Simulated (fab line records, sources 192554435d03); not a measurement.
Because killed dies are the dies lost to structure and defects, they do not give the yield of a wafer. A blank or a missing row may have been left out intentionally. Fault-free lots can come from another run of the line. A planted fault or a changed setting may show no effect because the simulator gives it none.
Chamber matching | flow n5-finfet | rie-si-06 running N5_BEOL_M0_SAQP_MANDREL2_REMOVE_110: 4 sister chambers
The step chemistry HBr/Cl2/O2, target a-Si, stops on SiCN, bt time 10 s. 24 wafers are shown with their chamber, then 12 later ones without.

## WAFERS WITH THEIR CHAMBER
wafer  | chamber | drypump-motor-current-A (A) | throttle-valve-pct (%) | oes-product-au (a.u.)
L075.2 | 1       | 6.7                         | 37.5                   | 1.019
L075.4 | 3       | 5.3                         | 36.7                   | 1.013
L075.6 | 2       | 5.8                         | 37.1                   | 0.988
L076.2 | 2       | 5.8                         | 37.1                   | 0.984
L076.4 | 3       | 5.3                         | 36.7                   | 1.007
L076.6 | 2       | 5.8                         | 37.1                   | 0.975
L077.1 | 0       | 6.6                         | 37.6                   | 0.993
L077.2 | 3       | 5.3                         | 36.7                   | 1.000
L077.6 | 3       | 5.2                         | 36.7                   | 1.000
L078.1 | 0       | 6.6                         | 37.6                   | 0.994
L078.4 | 3       | 5.3                         | 36.7                   | 1.010
L078.6 | 2       | 5.8                         | 37.1                   | 0.978
L086.1 | 2       | 5.8                         | 37.0                   | 0.979
L086.3 | 3       | 5.3                         | 36.7                   | 1.002
L086.5 | 0       | 6.6                         | 37.6                   | 1.009
L087.1 | 2       | 5.8                         | 37.1                   | 0.955
L087.2 | 3       | 5.3                         | 36.7                   | 0.990
L087.3 | 1       | 6.7                         | 37.5                   | 1.007
L088.3 | 2       | 5.8                         | 37.0                   | 0.963
L088.5 | 2       | 5.8                         | 37.1                   | 0.972
L088.6 | 3       | 5.3                         | 36.7                   | 0.999
L092.1 | 2       | 5.8                         | 37.1                   | 0.981
L092.2 | 3       | 5.3                         | 36.7                   | 1.013
L092.3 | 0       | 6.6                         | 37.6                   | 1.015

SIGNATURES, as means of the wafers listed above
reading                 | chamber 0 | chamber 1 | chamber 2 | chamber 3 | scatter within a chamber
drypump-motor-current-A | 6.600     | 6.700     | 5.800     | 5.289     | 0.0211
throttle-valve-pct      | 37.600    | 37.500    | 37.078    | 36.700    | 0.0279
oes-product-au          | 1.00275   | 1.01300   | 0.97500   | 1.00378   | 0.00938
Rule: for each reading, subtract the chamber's mean from the wafer's reading, divide by that reading's scatter and square the result; add these up over the readings and take the root, which gives the wafer's distance from the chamber. The wafer belongs to the nearest chamber; if the next one is less than 2 further off, it can't be placed. The scatter: take each reading less its chamber's mean, square it, sum over the shown wafers, divide by the number of wafers less the number of chambers, and take the root.

## WAFERS MISSING THEIR CHAMBER
wafer  | drypump-motor-current-A (A) | throttle-valve-pct (%) | oes-product-au (a.u.)
L093.1 | 5.3                         | 36.7                   | 1.005
L093.2 | 6.6                         | 37.6                   | 1.014
L093.3 | 6.7                         | 37.5                   | 0.999
L095.1 | 5.8                         | 37.1                   | 0.977
L095.3 | 6.7                         | 37.5                   | 1.005
L095.6 | 6.7                         | 37.5                   | 0.998
L096.2 | 6.7                         | 37.5                   | 1.017
L096.3 | 5.8                         | 37.1                   | 0.975
L096.6 | 5.8                         | 37.1                   | 0.974
L097.1 | 6.6                         | 37.6                   | 1.029
L097.3 | 5.3                         | 36.7                   | 1.004
L097.6 | 5.2                         | 36.7                   | 1.007

## WHICH CHAMBER EACH WENT THROUGH
wafer  | from the rows above | in truth
L093.1 | 3                   | 3
L093.2 | 0                   | 0
L093.3 | 1                   | 1
L095.1 | 2                   | 2
L095.3 | 1                   | 1
L095.6 | 1                   | 1
L096.2 | 1                   | 1
L096.3 | 2                   | 2
L096.6 | 2                   | 2
L097.1 | 0                   | 0
L097.3 | 3                   | 3
L097.6 | 3                   | 3
12 of 12 placed correctly. Number that these rows cannot place: 0. Number placed wrongly: 0.
